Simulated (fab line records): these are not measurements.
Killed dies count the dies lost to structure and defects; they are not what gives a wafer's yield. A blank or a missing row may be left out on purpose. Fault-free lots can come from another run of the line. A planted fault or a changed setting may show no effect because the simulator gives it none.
The tool behind it: which one? -- flow n5-finfet -- 9 lots, 27 wafers sampled, at 3 steps of a route of 1938

== WHAT THE GAUGES READ, wafer by wafer ==
N5_BEOL_M4_RC_MEAS_101. Usual: DIBL_N 36.0 mV/V, standard deviation 1.9; DIBL_P 36.0 mV/V, standard deviation 2.1; IOFF_N 0.155 nA/um, standard deviation 0.029; IOFF_P 0.20 nA/um, standard deviation 0.032; ION_N 672 uA/um, standard deviation 11; ION_P 461 uA/um, standard deviation 6.9; SS_N 71.5 mV/dec, standard deviation 0.58; SS_P 73.2 mV/dec, standard deviation 0.64; VT_N 250.4 mV, standard deviation 2.9; VT_P -251.0 mV, standard deviation 2.8.
lot,measured,on,DIBL_N (mV/V),DIBL_P (mV/V),IOFF_N (nA/um),IOFF_P (nA/um),ION_N (uA/um),ION_P (uA/um),SS_N (mV/dec),SS_P (mV/dec),VT_N (mV),VT_P (mV),flag
L346,day 10 11:44,prober-01,38.1 35.3 37.7,38.0 34.2 37.6,0.178 0.125 0.177,0.22 0.17 0.21,688 671 690,468 459 464,71.8 71.0 71.1,73.3 72.6 73.1,247.4 253.8 247.6,-249.7 -253.8 -250.1,
L347,day 11 00:58,prober-01,36.0 35.7 34.6,37.2 36.8 35.8,0.153 0.155 0.135,0.21 0.22 0.20,688 672 665,469 467 466,70.9 71.1 71.5,74.1 73.8 73.6,249.2 250.3 251.7,-248.9 -250.4 -249.1,
L353,day 12 00:05,prober-01,36.6 35.1 34.9,38.4 36.3 36.3,0.167 0.144 0.143,0.22 0.18 0.19,683 680 673,465 463 463,71.1 71.1 71.4,73.3 73.1 72.7,248.6 249.2 248.6,-251.8 -254.8 -253.8,
L354,day 12 15:49,prober-02,36.1 38.4 40.0,36.5 39.7 41.4,0.134 0.181 0.216,0.18 0.22 0.26,661 688 681,454 462 465,71.1 71.6 72.0,72.7 74.1 75.0,256.5 251.6 251.1,-253.1 -251.1 -249.7,
L356,day 12 19:56,prober-02,36.7 37.2 38.1,37.7 38.2 40.4,0.173 0.186 0.202,0.23 0.24 0.28,684 669 688,470 460 475,71.7 71.4 72.0,73.8 74.2 74.6,248.6 245.9 245.9,-248.9 -247.8 -245.5,
L355,day 12 21:11,prober-01,35.9 37.4 35.4,37.6 38.4 37.0,0.158 0.185 0.133,0.19 0.20 0.17,682 674 658,463 457 456,71.7 71.9 71.7,73.3 74.1 73.5,251.3 250.6 255.4,-253.3 -255.3 -255.4,
L357,day 13 00:13,prober-02,35.1 32.9 35.1,36.4 34.1 37.0,0.144 0.119 0.155,0.21 0.18 0.22,677 654 681,467 453 469,70.6 70.8 71.7,73.3 72.2 73.2,249.4 250.0 247.5,-251.5 -251.7 -249.1,
L358,day 13 15:59,prober-02,38.0 36.2 38.5,36.8 35.3 37.9,0.169 0.148 0.187,0.22 0.20 0.23,676 673 679,469 462 460,72.0 70.9 71.9,73.9 73.6 74.0,249.1 250.4 246.4,-247.3 -249.4 -247.4,
L360,day 14 01:47,prober-01,34.4 33.3 32.8,35.1 33.1 33.0,0.149 0.118 0.119,0.19 0.15 0.16,682 661 674,466 450 462,71.6 71.0 70.4,73.0 72.6 72.9,252.9 255.5 251.2,-249.1 -255.7 -253.9,

N5_BEOL_M14_OCD_MEAS_35. Usual: trench-depth-nm reads 546 nm (standard deviation 15).
lot,measured,on,trench-depth-nm (nm),flag
L346,day 13 08:34,ocd-02,532 547 530,
L347,day 14 08:13,ocd-01,536 566 528,
L353,day 15 03:04,ocd-02,- - -,OFF
L354,day 15 22:21,ocd-01,- - -,OFF
L356,day 16 04:35,ocd-02,537 529 557,
L355,day 16 03:48,ocd-01,- - -,OFF
L357,day 16 15:24,ocd-01,526 549 561,
L358,day 16 22:23,ocd-02,566 555 564,
L360,day 17 14:58,ocd-01,535 567 534,

== WHAT TOOL EACH LOT RAN ON (gives the tool, then ch and the chambers of the sampled wafers, and finally the start) ==
lot,N5_BEOL_M14_ETCH_67
L346,"rie-diel-02 ch 0,1,3, day 13 07:59"
L347,"rie-diel-02 ch 1,2,3, day 14 07:38"
L353,"rie-diel-02 ch 0,1,2, day 15 02:30"
L354,"rie-diel-03 ch 0,2,3, day 15 21:46"
L356,"rie-diel-02 ch 0,2,3, day 16 04:00"
L355,"rie-diel-06 ch 0,1,3, day 16 03:14"
L357,"rie-diel-03 ch 0,1,3, day 16 14:49"
L358,"rie-diel-06 ch 0,3, day 16 21:49"
L360,"rie-diel-02 ch 0,1,2, day 17 14:23"
- N5_BEOL_M14_ETCH_67: etches SiARC in CF4, target depth 143 nm, time 238.3 s.

== AS READ BY THE TOOLS THEMSELVES (means over the sampled wafers that have a number; for cases with no such wafer, the mark the record gives instead) ==
N5_BEOL_M14_ETCH_67. Usual: bias-w 36.00 W, standard deviation 0.11; cf4-flow-sccm 100.01 sccm, standard deviation 0.29; drypump-motor-current-A 5.5 A, standard deviation 0.46; etch-rf-on-time-s 243 s, standard deviation 6.4; oes-product-au 0.65 a.u., standard deviation 0.045; rf-vpp-V 183.8 V, standard deviation 1; showerhead-plenum-p-Torr 2.13 Torr, standard deviation 0.058; throttle-valve-pct 15.65 %, standard deviation 0.24.
lot,tool,bias-w (W),cf4-flow-sccm (sccm),drypump-motor-current-A (A),etch-rf-on-time-s (s),oes-product-au (a.u.),rf-vpp-V (V),showerhead-plenum-p-Torr (Torr),throttle-valve-pct (%),flag
L346,rie-diel-02,35.95,99.93,5.3,247,0.63,184.2,2.14,15.80,
L347,rie-diel-02,35.95,99.92,5.2,244,0.66,183.0,2.13,15.76,
L353,rie-diel-02,-,-,-,-,-,-,-,-,OFF
L354,rie-diel-03,-,-,-,-,-,-,-,-,OFF
L356,rie-diel-02,36.09,100.02,5.3,241,0.63,184.1,2.13,15.87,
L355,rie-diel-06,-,-,-,-,-,-,-,-,OFF
L357,rie-diel-03,35.89,100.14,5.8,240,0.65,184.7,2.17,15.40,
L358,rie-diel-06,35.94,100.16,6.5,238,0.65,184.0,2.12,15.81,
L360,rie-diel-02,36.00,99.99,5.2,244,0.63,183.6,2.09,15.86,

== THE ANSWER, worked out from the rows above alone ==
Rule: lot off if the mean of its wafers having a number is beyond 3 standard deviations from the usual mean. Also off: a lot with no number at a reading for which 4 or more lots have one. All remaining lots with rows at the step are treated as sound. Order of review: gauges by route order, followed by the tools' own readings, for which a lot's mean as printed above is used. At the first step where some lot is off, the reading lying furthest off is the one used; lots without a number count as furthest.
Off, at N5_BEOL_M14_OCD_MEAS_35 on trench-depth-nm: L353, L354, L355. Without a number there: L353, L354, L355.
If a tool, at a process step before that reading, ran all the lots that are off and no sound lot after the first of them, it fits. The gauges at N5_BEOL_M14_OCD_MEAS_35 aren't tried: what is off there is off at N5_BEOL_M14_ETCH_67 too, on other tools, and a gauge's error can't cause that. No candidate that was tried fits.

== WHAT THE SIMULATOR HAD INSERTED ==
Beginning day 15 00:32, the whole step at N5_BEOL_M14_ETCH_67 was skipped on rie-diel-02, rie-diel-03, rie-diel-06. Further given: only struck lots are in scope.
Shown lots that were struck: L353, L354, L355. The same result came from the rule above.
